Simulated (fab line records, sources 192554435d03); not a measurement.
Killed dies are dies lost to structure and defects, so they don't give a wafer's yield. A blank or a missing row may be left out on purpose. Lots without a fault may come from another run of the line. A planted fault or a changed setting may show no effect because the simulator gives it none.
Which tool did it? | flow n5_finfet | 22 lots, 66 wafers sampled, at 4 steps of a route of 1938

WHAT THE GAUGES READ, wafer by wafer
N5_MOL_CONTACT_COAG_INSPECT_57: inspects for defects (brightfield). Usual: raw_defect_count 203, standard deviation 43.
lot  | measured     | on                | raw_defect_count | flag
L074 | day 5 04:24  | defect_inspect-02 | 211 164 141      |
L076 | day 5 12:46  | defect_inspect-02 | 173 254 168      |
L075 | day 5 13:19  | defect_inspect-02 | 210 289 178      |
L077 | day 5 21:45  | defect_inspect-02 | 171 187 157      |
L078 | day 6 00:33  | defect_inspect-01 | 237 234 208      |
L079 | day 6 14:55  | defect_inspect-01 | 200 208 180      |
L081 | day 6 21:39  | defect_inspect-02 | 195 277 260      |
L080 | day 7 02:11  | defect_inspect-02 | 221 272 263      |
L082 | day 7 07:05  | defect_inspect-02 | 223 174 215      |
L083 | day 7 09:42  | defect_inspect-02 | 194 207 163      |
L084 | day 7 18:29  | defect_inspect-01 | 110 160 158      |
L085 | day 8 00:47  | defect_inspect-01 | 213 175 279      |
L088 | day 8 20:05  | defect_inspect-01 | 221 226 260      |
L087 | day 8 20:09  | defect_inspect-02 | 243 286 184      |
L089 | day 8 23:05  | defect_inspect-01 | 118 161 164      |
L090 | day 9 08:26  | defect_inspect-02 | 213 134 162      |
L091 | day 9 11:56  | defect_inspect-01 | 250 247 250      |
L092 | day 9 14:19  | defect_inspect-01 | 117 128 223      |
L093 | day 9 21:59  | defect_inspect-02 | 198 182 169      |
L095 | day 10 08:19 | defect_inspect-02 | 180 217 183      |
L096 | day 10 16:39 | defect_inspect-01 | 219 182 241      |
L097 | day 10 19:40 | defect_inspect-01 | 206 250 214      |

N5_MOL_CONTACT_COAG_OVL_MEAS_41. Usual: VD_OVL 0.2 nm, standard deviation 0.75.
lot  | measured     | on         | VD_OVL (nm)    | flag
L074 | day 5 06:07  | overlay-01 | 0.9 0.5 -0.2   |
L076 | day 5 14:10  | overlay-01 | 1.1 -0.2 -0.7  |
L075 | day 5 14:56  | overlay-02 | -0.2 0.2 -0.6  |
L077 | day 5 22:56  | overlay-02 | -0.4 0.2 -0.3  |
L078 | day 6 02:08  | overlay-02 | 0.7 1.3 0.3    |
L079 | day 6 16:14  | overlay-02 | -0.2 0.7 0.6   |
L081 | day 6 22:50  | overlay-01 | 0.6 -0.2 -0.7  |
L080 | day 7 03:52  | overlay-02 | 0.6 -0.7 -0.3  |
L082 | day 7 08:55  | overlay-01 | 0.7 1.8 0.3    |
L083 | day 7 11:10  | overlay-02 | -1.0 -0.5 -0.4 |
L084 | day 7 20:16  | overlay-02 | 0.4 -1.0 0.4   |
L085 | day 8 02:13  | overlay-01 | -0.7 -0.3 -0.4 |
L088 | day 8 21:57  | overlay-02 | 1.9 -0.5 2.6   |
L087 | day 8 22:13  | overlay-02 | 0.9 1.2 0.6    |
L089 | day 9 01:11  | overlay-02 | 0.6 0.8 0.8    |
L090 | day 9 09:41  | overlay-01 | -0.9 -0.1 0.0  |
L091 | day 9 13:17  | overlay-01 | -0.7 0.6 -0.5  |
L092 | day 9 16:11  | overlay-01 | 0.3 0.7 0.4    |
L093 | day 9 23:18  | overlay-01 | -0.2 0.0 -0.2  |
L095 | day 10 09:34 | overlay-01 | 1.2 -0.5 0.1   |
L096 | day 10 17:56 | overlay-01 | 0.9 0.7 -0.8   |
L097 | day 10 21:01 | overlay-01 | 0.7 -1.2 0.4   |

WHICH TOOL RAN EACH LOT (tool, then ch and the chambers of the sampled wafers, then the start)
lot  | N5_MOL_CONTACT_COAG_ETCH_106       | N5_MOL_CONTACT_COAG_ETCH_90
L074 | rie_diel-02 ch 0,1,3, day 4 16:53  | rie_diel-02 ch 0,2,3, day 5 04:29
L076 | rie_diel-02 ch 0,2,3, day 5 03:11  | rie_diel-02 ch 0,2,3, day 5 12:56
L075 | rie_diel-05 ch 0,1,2, day 5 05:31  | rie_diel-02 ch 1,2,3, day 5 13:24
L077 | rie_diel-04 ch 0,1,3, day 5 11:14  | rie_diel-02 ch 2,3, day 5 21:50
L078 | rie_diel-02 ch 0,1,3, day 5 14:36  | rie_diel-05 ch 1,2, day 6 00:54
L079 | rie_diel-04 ch 0,3, day 6 01:06    | rie_diel-05 ch 1,3, day 6 15:00
L081 | rie_diel-04 ch 0,2, day 6 12:47    | rie_diel-04 ch 0,3, day 6 21:44
L080 | rie_diel-04 ch 1,2, day 6 14:56    | rie_diel-04 ch 0,2, day 7 02:19
L082 | rie_diel-02 ch 0,1,2, day 6 21:43  | rie_diel-02 ch 0,2,3, day 7 07:23
L083 | rie_diel-05 ch 1,2,3, day 6 23:39  | rie_diel-05 ch 2,3, day 7 09:52
L084 | rie_diel-05 ch 2,3, day 7 08:51    | rie_diel-02 ch 2,3, day 7 18:37
L085 | rie_diel-04 ch 0,3, day 7 15:13    | rie_diel-05 ch 0,2, day 8 00:52
L088 | rie_diel-05 ch 0,2,3, day 8 02:37  | rie_diel-05 ch 0,3, day 8 20:11
L087 | rie_diel-05 ch 2,3, day 8 04:49    | rie_diel-04 ch 0,2,3, day 8 20:17
L089 | rie_diel-04 ch 0,3, day 8 10:33    | rie_diel-02 ch 0,1, day 8 23:13
L090 | rie_diel-05 ch 0,2, day 8 15:46    | rie_diel-02 ch 0,1,3, day 9 08:35
L091 | rie_diel-04 ch 0,1,2, day 9 01:58  | rie_diel-05 ch 0,1,3, day 9 12:03
L092 | rie_diel-05 ch 0,1,3, day 9 03:23  | rie_diel-05 ch 0,1,3, day 9 14:52
L093 | rie_diel-02 ch 0,2,3, day 9 09:58  | rie_diel-04 ch 0,2,3, day 9 22:04
L095 | rie_diel-04 ch 0,1,3, day 9 22:43  | rie_diel-04 ch 0,1,3, day 10 08:25
L096 | rie_diel-04 ch 0,1,2, day 10 06:17 | rie_diel-04 ch 0,2,3, day 10 16:44
L097 | rie_diel-02 ch 1,2, day 10 11:12   | rie_diel-05 ch 0,1,3, day 10 19:55
- N5_MOL_CONTACT_COAG_ETCH_106: etches SOC in N2/H2, target depth 80 nm, overetch 16 nm, time 120 s.
- N5_MOL_CONTACT_COAG_ETCH_90: etches SiARC in CF4, target depth 13 nm, time 21.7 s.

WHAT THE TOOLS THEMSELVES READ (means of the sampled wafers that have a number; where no wafer has one, the mark that the record gives instead)
N5_MOL_CONTACT_COAG_ETCH_106. Usual: drypump_motor_current_A 5.6 A, standard deviation 0.39; oes_product_au 0.71 a.u., standard deviation 0.075; rf_vpp_V 524.7 V, standard deviation 2.4; showerhead_plenum_p_Torr 2.58 Torr, standard deviation 0.085; throttle_valve_pct 17.74 %, standard deviation 0.23.
lot  | tool        | drypump_motor_current_A (A) | oes_product_au (a.u.) | rf_vpp_V (V) | showerhead_plenum_p_Torr (Torr) | throttle_valve_pct (%) | flag
L074 | rie_diel-02 | 5.4                         | 0.73                  | 524.2        | 2.57                            | 17.83                  |
L076 | rie_diel-02 | 5.8                         | 0.76                  | 523.1        | 2.51                            | 17.67                  |
L075 | rie_diel-05 | 5.6                         | 0.70                  | 525.6        | 2.63                            | 17.74                  |
L077 | rie_diel-04 | 5.4                         | 0.73                  | 524.9        | 2.59                            | 17.72                  |
L078 | rie_diel-02 | 5.4                         | 0.73                  | 524.7        | 2.56                            | 17.86                  |
L079 | rie_diel-04 | 5.6                         | 0.74                  | 525.3        | 2.60                            | 17.66                  |
L081 | rie_diel-04 | 5.8                         | 0.68                  | 525.9        | 2.61                            | 17.94                  |
L080 | rie_diel-04 | 5.6                         | 0.65                  | 524.7        | 2.60                            | 18.00                  |
L082 | rie_diel-02 | 5.8                         | 0.68                  | 523.7        | 2.54                            | 17.83                  |
L083 | rie_diel-05 | 5.6                         | 0.64                  | 524.2        | 2.55                            | 17.69                  |
L084 | rie_diel-05 | 5.8                         | 0.64                  | 524.7        | 2.59                            | 17.40                  |
L085 | rie_diel-04 | 5.6                         | 0.72                  | 525.6        | 2.60                            | 17.68                  |
L088 | rie_diel-05 | 5.7                         | 0.69                  | 525.4        | 2.61                            | 17.57                  |
L087 | rie_diel-05 | 5.7                         | 0.64                  | 523.9        | 2.54                            | 17.50                  |
L089 | rie_diel-04 | 5.3                         | 0.76                  | 527.3        | 2.65                            | 17.65                  |
L090 | rie_diel-05 | 5.7                         | 0.68                  | 526.7        | 2.65                            | 17.51                  |
L091 | rie_diel-04 | 5.7                         | 0.72                  | 524.4        | 2.56                            | 17.79                  |
L092 | rie_diel-05 | 5.6                         | 0.75                  | 524.7        | 2.57                            | 17.71                  |
L093 | rie_diel-02 | 5.8                         | 0.72                  | 522.3        | 2.49                            | 17.71                  |
L095 | rie_diel-04 | 5.4                         | 0.76                  | 524.6        | 2.58                            | 17.63                  |
L096 | rie_diel-04 | 5.7                         | 0.71                  | 524.2        | 2.56                            | 17.78                  |
L097 | rie_diel-02 | 6.2                         | 0.71                  | 522.6        | 2.48                            | 17.78                  |

N5_MOL_CONTACT_COAG_ETCH_90. Usual: drypump_motor_current_A 5.6 A, standard deviation 0.41; etch_rf_on_time_s 21.8 s, standard deviation 0.39; oes_product_au 0.69 a.u., standard deviation 0.076; rf_vpp_V 184.2 V, standard deviation 1.1; showerhead_plenum_p_Torr 2.16 Torr, standard deviation 0.068; throttle_valve_pct 15.50 %, standard deviation 0.21.
lot  | tool        | drypump_motor_current_A (A) | etch_rf_on_time_s (s) | oes_product_au (a.u.) | rf_vpp_V (V) | showerhead_plenum_p_Torr (Torr) | throttle_valve_pct (%) | flag
L074 | rie_diel-02 | 5.8                         | 21.9                  | 0.72                  | 183.8        | 2.12                            | 15.47                  |
L076 | rie_diel-02 | 5.8                         | 22.1                  | 0.72                  | 183.7        | 2.11                            | 15.46                  |
L075 | rie_diel-02 | 5.8                         | 22.2                  | 0.67                  | 184.4        | 2.12                            | 15.68                  |
L077 | rie_diel-02 | 6.2                         | 21.9                  | 0.70                  | 182.6        | 2.08                            | 15.50                  |
L078 | rie_diel-05 | 5.7                         | 21.7                  | 0.61                  | 183.7        | 2.19                            | 15.49                  |
L079 | rie_diel-05 | 5.5                         | 21.8                  | 0.59                  | 183.3        | 2.12                            | 15.80                  |
L081 | rie_diel-04 | 5.6                         | 21.7                  | 0.71                  | 184.8        | 2.18                            | 15.40                  |
L080 | rie_diel-04 | 5.8                         | 21.7                  | 0.65                  | 184.1        | 2.17                            | 15.59                  |
L082 | rie_diel-02 | 5.8                         | 21.9                  | 0.69                  | 183.1        | 2.11                            | 15.49                  |
L083 | rie_diel-05 | 5.8                         | 21.9                  | 0.61                  | 185.1        | 2.18                            | 15.38                  |
L084 | rie_diel-02 | 6.2                         | 21.8                  | 0.69                  | 182.6        | 2.08                            | 15.53                  |
L085 | rie_diel-05 | 5.7                         | 21.9                  | 0.64                  | 184.6        | 2.23                            | 15.36                  |
L088 | rie_diel-05 | 5.6                         | 22.1                  | 0.68                  | 185.0        | 2.22                            | 15.52                  |
L087 | rie_diel-04 | 5.5                         | 21.7                  | 0.68                  | 184.6        | 2.21                            | 15.53                  |
L089 | rie_diel-02 | 5.4                         | 21.5                  | 0.75                  | 184.7        | 2.18                            | 15.51                  |
L090 | rie_diel-02 | 5.4                         | 21.8                  | 0.73                  | 184.2        | 2.15                            | 15.55                  |
L091 | rie_diel-05 | 5.6                         | 21.6                  | 0.72                  | 184.1        | 2.17                            | 15.51                  |
L092 | rie_diel-05 | 5.6                         | 21.9                  | 0.71                  | 184.7        | 2.16                            | 15.51                  |
L093 | rie_diel-04 | 5.5                         | 21.5                  | 0.67                  | 185.0        | 2.20                            | 15.53                  |
L095 | rie_diel-04 | 5.4                         | 21.6                  | 0.72                  | 183.8        | 2.16                            | 15.29                  |
L096 | rie_diel-04 | 5.5                         | 21.7                  | 0.67                  | 184.6        | 2.20                            | 15.56                  |
L097 | rie_diel-05 | 5.6                         | 21.6                  | 0.70                  | 184.3        | 2.16                            | 15.53                  |

THE ANSWER, worked out from the rows above alone
Rule: a lot is off if the mean of its wafers that have a number lies more than 3 standard deviations from the usual mean. A lot without any number at a reading at which 4 lots or more have one is off too. The other lots that the step has rows for count as sound. The gauges are gone through in route order, then the tools' own readings, and for those a lot's mean is taken as printed above. The first step at which some lot is off is used, and at that step the reading that is off furthest; a lot without a number counts as furthest.
No lot is off at any reading shown: from this, nothing can be told.

WHAT THE SIMULATOR HAD PUT IN
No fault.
